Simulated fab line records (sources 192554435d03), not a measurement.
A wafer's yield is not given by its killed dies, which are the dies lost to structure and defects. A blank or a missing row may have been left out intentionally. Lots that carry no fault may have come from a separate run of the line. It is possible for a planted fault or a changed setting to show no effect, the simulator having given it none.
Which of the tools did it?    flow n5-finfet    24 lots, 72 wafers sampled, at 4 steps of a route of 1938

== WHAT EACH GAUGE READ, for each wafer ==
N5_BEOL_M9_OVL_MEAS_12. Usual: for M9_OVL the level is -0.2 nm and the standard deviation is 0.79.
lot   measured      on          M9_OVL (nm)     flag
L074  day 9 21:27   overlay-01  0.4 1.0 0.9     
L077  day 10 14:18  overlay-01  0.6 1.4 0.0     
L075  day 10 19:08  overlay-01  -0.2 1.4 -0.2   
L079  day 11 01:27  overlay-02  0.2 -0.9 -0.6   
L078  day 11 01:40  overlay-01  -0.5 0.6 0.0    
L076  day 11 01:52  overlay-02  -0.9 0.3 -0.8   
L081  day 12 10:03  overlay-01  -0.8 0.1 -0.9   
L082  day 12 10:13  overlay-02  -1.1 -0.9 -0.7  
L083  day 12 14:17  overlay-01  0.6 0.4 0.9     
L080  day 12 14:52  overlay-02  -0.2 -0.6 -0.2  
L084  day 12 17:53  overlay-02  0.2 -0.7 0.3    
L085  day 12 20:41  overlay-02  -0.5 -0.5 1.0   
L086  day 13 10:17  overlay-02  0.0 -0.3 -0.5   
L090  day 13 22:11  overlay-02  -0.6 -0.4 -0.6  
L087  day 14 13:49  overlay-01  0.5 0.9 0.5     
L088  day 14 14:11  overlay-02  -0.4 -1.6 -0.6  
L089  day 14 20:02  overlay-01  -1.3 -0.9 -0.1  
L091  day 14 20:48  overlay-01  1.4 0.8 0.7     
L092  day 15 21:35  overlay-02  -1.2 -1.0 -1.1  
L094  day 16 10:13  overlay-01  -0.1 0.0 -0.2   
L097  day 16 16:31  overlay-02  0.9 0.2 0.9     
L093  day 16 17:05  overlay-01  -1.8 -2.2 -0.4  
L096  day 16 22:32  overlay-02  -1.2 0.8 0.6    
L095  day 17 02:31  overlay-02  -0.6 -2.0 -0.6  

N5_BEOL_M9_OVL_MEAS_29. Usual: for V8_OVL the level is -0.1 nm and the standard deviation is 0.55.
lot   measured      on          V8_OVL (nm)     flag
L074  day 9 23:00   overlay-01  -0.4 -1.0 -0.5  
L077  day 10 15:22  overlay-02  -0.5 0.1 -0.1   
L075  day 10 20:25  overlay-02  0.6 -0.9 -0.4   
L079  day 11 07:18  overlay-02  -0.4 -0.6 -1.4  
L078  day 11 07:29  overlay-02  -0.4 0.5 -0.5   
L076  day 11 07:31  overlay-01  -0.8 1.3 -0.3   
L081  day 12 11:52  overlay-01  -0.1 -0.4 0.9   
L082  day 12 11:41  overlay-02  -0.6 -0.8 -0.7  
L083  day 12 17:25  overlay-01  0.5 0.7 -0.3    
L080  day 12 17:35  overlay-01  0.6 -0.1 0.5    
L084  day 12 19:14  overlay-02  0.3 -0.2 0.3    
L085  day 12 23:25  overlay-01  -0.2 1.0 0.1    
L086  day 13 15:37  overlay-02  0.0 0.1 1.0     
L090  day 14 00:19  overlay-01  -0.3 -1.1 -0.3  
L087  day 14 15:41  overlay-02  -0.2 0.3 0.2    
L088  day 14 15:31  overlay-01  0.6 0.9 -0.1    
L089  day 14 21:05  overlay-02  -1.0 -0.6 0.2   
L091  day 14 21:55  overlay-01  0.1 -0.8 0.6    
L092  day 15 23:55  overlay-02  -0.7 -0.5 -0.4  
L094  day 16 12:57  overlay-01  -0.4 -0.1 -0.5  
L097  day 16 19:04  overlay-01  -0.2 0.5 -0.2   
L093  day 16 19:16  overlay-01  0.6 -0.7 0.0    
L096  day 17 00:56  overlay-01  -0.5 0.3 0.0    
L095  day 17 04:48  overlay-01  0.2 -0.3 -0.5   

== TOOL THAT RAN EACH LOT (tool first, then ch and the chambers of the sampled wafers, then the start) ==
lot   N5_BEOL_M8_ALD_77                    N5_BEOL_M9_HM_DEP_02
L074  ald-metal-01 ch 0,1,3, day 9 17:49   pvd-sputter-02, day 9 21:02
L077  ald-metal-03 ch 0,1,3, day 10 09:17  pvd-sputter-03, day 10 13:54
L075  ald-metal-01 ch 0,1, day 10 13:54    pvd-sputter-03, day 10 18:36
L079  ald-metal-01 ch 0,1,3, day 10 19:23  pvd-sputter-03, day 11 01:02
L078  ald-metal-03 ch 0,1, day 10 19:53    pvd-sputter-03, day 11 01:08
L076  ald-metal-01 ch 0,1,3, day 10 20:01  pvd-sputter-03, day 11 01:20
L081  ald-metal-03 ch 1,2,3, day 12 06:43  pvd-sputter-02, day 12 09:31
L082  ald-metal-01 ch 0,2,3, day 12 06:44  pvd-sputter-02, day 12 09:37
L083  ald-metal-04 ch 0,1,2, day 12 11:20  pvd-sputter-02, day 12 13:46
L080  ald-metal-01 ch 0,2,3, day 12 11:33  pvd-sputter-02, day 12 14:20
L084  ald-metal-03 ch 0,1,2, day 12 13:20  pvd-sputter-02, day 12 17:21
L085  ald-metal-04 ch 0,1, day 12 17:52    pvd-sputter-02, day 12 20:17
L086  ald-metal-01 ch 0,1,3, day 13 04:19  pvd-sputter-01, day 13 09:53
L090  ald-metal-01 ch 0,2,3, day 13 17:31  pvd-sputter-01, day 13 21:40
L087  ald-metal-04 ch 0,1,2, day 14 07:50  pvd-sputter-01, day 14 13:17
L088  ald-metal-03 ch 0,2, day 14 10:28    pvd-sputter-02, day 14 13:39
L089  ald-metal-04 ch 2,3, day 14 14:25    pvd-sputter-02, day 14 19:38
L091  ald-metal-04 ch 0,1,3, day 14 17:07  pvd-sputter-03, day 14 20:16
L092  ald-metal-03 ch 0,1,3, day 15 15:03  pvd-sputter-01, day 15 21:04
L094  ald-metal-04 ch 1,2,3, day 16 05:53  pvd-sputter-03, day 16 09:48
L097  ald-metal-01 ch 1,3, day 16 12:55    pvd-sputter-01, day 16 16:06
L093  ald-metal-04 ch 1,2,3, day 16 13:14  pvd-sputter-01, day 16 16:34
L096  ald-metal-04 ch 0,1,3, day 16 17:37  pvd-sputter-02, day 16 22:01
L095  ald-metal-03 ch 1,2, day 16 22:29    pvd-sputter-01, day 17 01:59
- N5_BEOL_M8_ALD_77: deposits TaN, target thk 2 nm, pulse time 2 s, purge time 3 s.
- N5_BEOL_M9_HM_DEP_02: deposits TiN, target thk 20 nm.

== WHAT THE TOOLS THEMSELVES READ (means of the sampled wafers that have a number; where no wafer has one, the mark that the record gives instead) ==
N5_BEOL_M8_ALD_77. Usual: heater-power-w 400 W, standard deviation 40; mfc-carrier-sccm 1500 sccm, standard deviation 4.7; precursor-vessel-carrier-sccm 1000.4 sccm, standard deviation 2.9.
lot   tool          heater-power-w (W)  mfc-carrier-sccm (sccm)  precursor-vessel-carrier-sccm (sccm)  flag
L074  ald-metal-01  417                 1499                     999.6                                 
L077  ald-metal-03  413                 1499                     1002.1                                
L075  ald-metal-01  449                 1500                     999.3                                 
L079  ald-metal-01  416                 1498                     1001.0                                
L078  ald-metal-03  400                 1504                     998.3                                 
L076  ald-metal-01  409                 1503                     999.1                                 
L081  ald-metal-03  437                 1501                     1001.2                                
L082  ald-metal-01  415                 1495                     1000.4                                
L083  ald-metal-04  395                 1496                     1002.0                                
L080  ald-metal-01  415                 1499                     999.2                                 
L084  ald-metal-03  411                 1503                     1002.2                                
L085  ald-metal-04  361                 1500                     1002.4                                
L086  ald-metal-01  413                 1501                     996.3                                 
L090  ald-metal-01  420                 1499                     1001.9                                
L087  ald-metal-04  394                 1499                     1001.4                                
L088  ald-metal-03  386                 1500                     1001.8                                
L089  ald-metal-04  382                 1497                     997.7                                 
L091  ald-metal-04  369                 1502                     1000.6                                
L092  ald-metal-03  414                 1500                     1000.4                                
L094  ald-metal-04  363                 1503                     999.7                                 
L097  ald-metal-01  378                 1504                     1000.4                                
L093  ald-metal-04  360                 1499                     1002.2                                
L096  ald-metal-04  351                 1498                     996.9                                 
L095  ald-metal-03  433                 1495                     1001.1                                

N5_BEOL_M9_HM_DEP_02. Usual: chamber-pressure-pa 0.5000 Pa, standard deviation 0.0011; throttle-valve-pct 29.3 %, standard deviation 1.1.
lot   tool            chamber-pressure-pa (Pa)  throttle-valve-pct (%)  flag
L074  pvd-sputter-02  0.4992                    28.6                    
L077  pvd-sputter-03  0.4992                    29.7                    
L075  pvd-sputter-03  0.5001                    29.4                    
L079  pvd-sputter-03  0.5002                    29.6                    
L078  pvd-sputter-03  0.5006                    29.1                    
L076  pvd-sputter-03  0.5012                    29.7                    
L081  pvd-sputter-02  0.5005                    28.6                    
L082  pvd-sputter-02  0.4997                    29.1                    
L083  pvd-sputter-02  0.4993                    29.2                    
L080  pvd-sputter-02  0.5008                    29.2                    
L084  pvd-sputter-02  0.4999                    28.5                    
L085  pvd-sputter-02  0.4986                    29.9                    
L086  pvd-sputter-01  0.5002                    29.0                    
L090  pvd-sputter-01  0.4989                    29.2                    
L087  pvd-sputter-01  0.5005                    29.6                    
L088  pvd-sputter-02  0.4997                    28.7                    
L089  pvd-sputter-02  0.5001                    28.6                    
L091  pvd-sputter-03  0.5000                    29.3                    
L092  pvd-sputter-01  0.5000                    29.2                    
L094  pvd-sputter-03  0.5007                    29.7                    
L097  pvd-sputter-01  0.5003                    29.3                    
L093  pvd-sputter-01  0.5013                    29.5                    
L096  pvd-sputter-02  0.5008                    27.8                    
L095  pvd-sputter-01  0.4994                    29.0                    

== THE ANSWER, worked out from the rows above alone ==
Rule: lot off if the mean of its wafers having a number is beyond 3 standard deviations from the usual mean. Also off: a lot with no number at a reading for which 4 or more lots have one. The other lots that the step has rows for count as sound. The gauges are gone through in route order, then the tools' own readings, and for those a lot's mean is taken as printed above. The first step at which some lot is off is used, and at that step the reading that is off furthest; a lot without a number counts as furthest.
Nothing can be told from this: no lot is off at any reading shown.

== WHAT HAD BEEN PUT IN BY THE SIMULATOR ==
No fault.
